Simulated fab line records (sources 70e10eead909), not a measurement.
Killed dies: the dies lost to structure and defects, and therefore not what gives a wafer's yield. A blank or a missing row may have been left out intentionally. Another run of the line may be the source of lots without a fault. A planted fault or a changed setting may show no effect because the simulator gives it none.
Matching of chambers    flow nand harc    rie diel-11 running NHARC_A_STAIRCASE_DESCUM_186: 4 sister chambers
The step chemistry O2, time 3 s. 16 wafers are shown with their chamber, then 8 later ones without.

WAFERS WITH THEIR CHAMBER
wafer   chamber  showerhead plenum p Torr (Torr)  oes product au (a.u.)  rf vpp V (V)
L077.2  1        1.77                             0.963                  56.1
L077.3  3        1.88                             0.994                  57.4
L077.4  0        1.88                             0.990                  58.5
L081.1  3        1.87                             0.994                  57.9
L081.3  2        1.90                             1.016                  58.2
L081.5  0        1.88                             1.012                  57.4
L084.1  0        1.87                             1.023                  58.0
L084.3  3        1.87                             1.006                  58.7
L084.4  3        1.87                             1.010                  56.5
L083.1  3        1.87                             1.013                  56.9
L083.3  2        1.90                             0.982                  58.0
L083.4  2        1.90                             0.987                  56.6
L087.1  2        1.90                             0.982                  56.5
L087.4  0        1.87                             1.018                  59.2
L087.6  3        1.87                             1.008                  56.8
L088.1  3        1.87                             1.015                  57.0

SIGNATURES (means of the wafers above)
reading                   chamber 0  chamber 1  chamber 2  chamber 3  scatter within a chamber
showerhead plenum p Torr  1.8750     1.7700     1.9000     1.8714     0.00393
oes product au            1.01075    0.96300    0.99175    1.00571    0.0125
rf vpp V                  58.275     56.100     57.325     57.314     0.798
Rule: for a wafer and a chamber, the distance is found by dividing, reading by reading, the gap between the wafer's reading and the chamber's mean by the reading's scatter, squaring, summing and taking the root. The wafer belongs to the nearest chamber; if the next one is less than 2 further off, it can't be placed. How the scatter is found: for the shown wafers, subtract from each reading the mean of its chamber, square and add these, divide the total by (wafers less chambers), then take the root.

WAFERS MISSING THEIR CHAMBER
wafer   showerhead plenum p Torr (Torr)  oes product au (a.u.)  rf vpp V (V)
L088.4  2.07                             0.996                  57.7
L088.6  1.87                             1.024                  58.5
L095.2  1.86                             1.035                  56.7
L095.3  1.89                             0.988                  58.5
L095.5  1.86                             1.021                  58.1
L094.1  1.86                             1.013                  58.4
L094.3  1.89                             0.988                  58.3
L094.4  2.06                             0.981                  57.4

CHAMBER TAKEN BY EACH
wafer    from the rows above       in truth
L088.4   2                         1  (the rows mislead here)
L088.6   can't be placed: 0 or 3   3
L095.2   can't be placed: 3 or 0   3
L095.3   can't be placed: 2 or 0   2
L095.5   can't be placed: 3 or 0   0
L094.1   can't be placed: 3 or 0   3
L094.3   can't be placed: 2 or 0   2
L094.4   2                         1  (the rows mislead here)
Correctly placed: 0 of 8. Not placeable from these rows: 6 (in 6, the candidates include the true chamber). Number placed wrongly: 2.
